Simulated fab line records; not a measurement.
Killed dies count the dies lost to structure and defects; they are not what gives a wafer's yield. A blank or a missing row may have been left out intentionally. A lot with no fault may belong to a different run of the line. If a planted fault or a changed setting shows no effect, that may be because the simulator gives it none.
Which tool did it? / flow n5-finfet / at 1 step of a route of 1938, 11 lots with 33 wafers sampled

WHAT THE GAUGES SHOWED, per wafer
N5_BEOL_M12_INSPECT_12: inspects for defects (macro).
lot=L929; measured=day 10 12:32; on=defect-inspect-02; raw-defect-count=4 2 0
lot=L930; measured=day 10 18:54; on=defect-inspect-01; raw-defect-count=3 2 2
lot=L935; measured=day 12 03:30; on=defect-inspect-01; raw-defect-count=5 4 0
lot=L939; measured=day 13 14:01; on=defect-inspect-01; raw-defect-count=3 0 4
lot=L940; measured=day 13 22:24; on=defect-inspect-01; raw-defect-count=0 1 1
lot=L944; measured=day 14 08:31; on=defect-inspect-01; raw-defect-count=3 1 1
lot=L943; measured=day 14 12:37; on=defect-inspect-01; raw-defect-count=7 2 5
lot=L949; measured=day 16 12:31; on=defect-inspect-02; raw-defect-count=1 5 1
lot=L950; measured=day 16 20:50; on=defect-inspect-02; raw-defect-count=1 4 2
lot=L952; measured=day 17 10:23; on=defect-inspect-02; raw-defect-count=1 2 3
lot=L951; measured=day 18 05:05; on=defect-inspect-02; raw-defect-count=2 3 3

WHAT TOOL EACH LOT RAN ON (gives the tool, then ch and the chambers of the sampled wafers, and finally the start)
The record holds no process step before these readings.

THE ANSWER, worked out from the rows above alone
Rule: the usual values come from the lots themselves. Put in order of their means at a reading, lots are off if they are a third of the lots or fewer, leave a main group of 4 or more, and stand apart from it by a gap of 3 or more times the standard deviation of the main group's means; of several such gaps the widest counts. Not used: any main group whose means are identical at the precision the tables above print for the reading. A lot without any number at a reading at which 4 lots or more have one is off too. Any other lot the step has rows for is counted as sound.
No lot is off at any reading shown: from this, nothing can be told.

WHAT THE SIMULATOR HAD PUT IN
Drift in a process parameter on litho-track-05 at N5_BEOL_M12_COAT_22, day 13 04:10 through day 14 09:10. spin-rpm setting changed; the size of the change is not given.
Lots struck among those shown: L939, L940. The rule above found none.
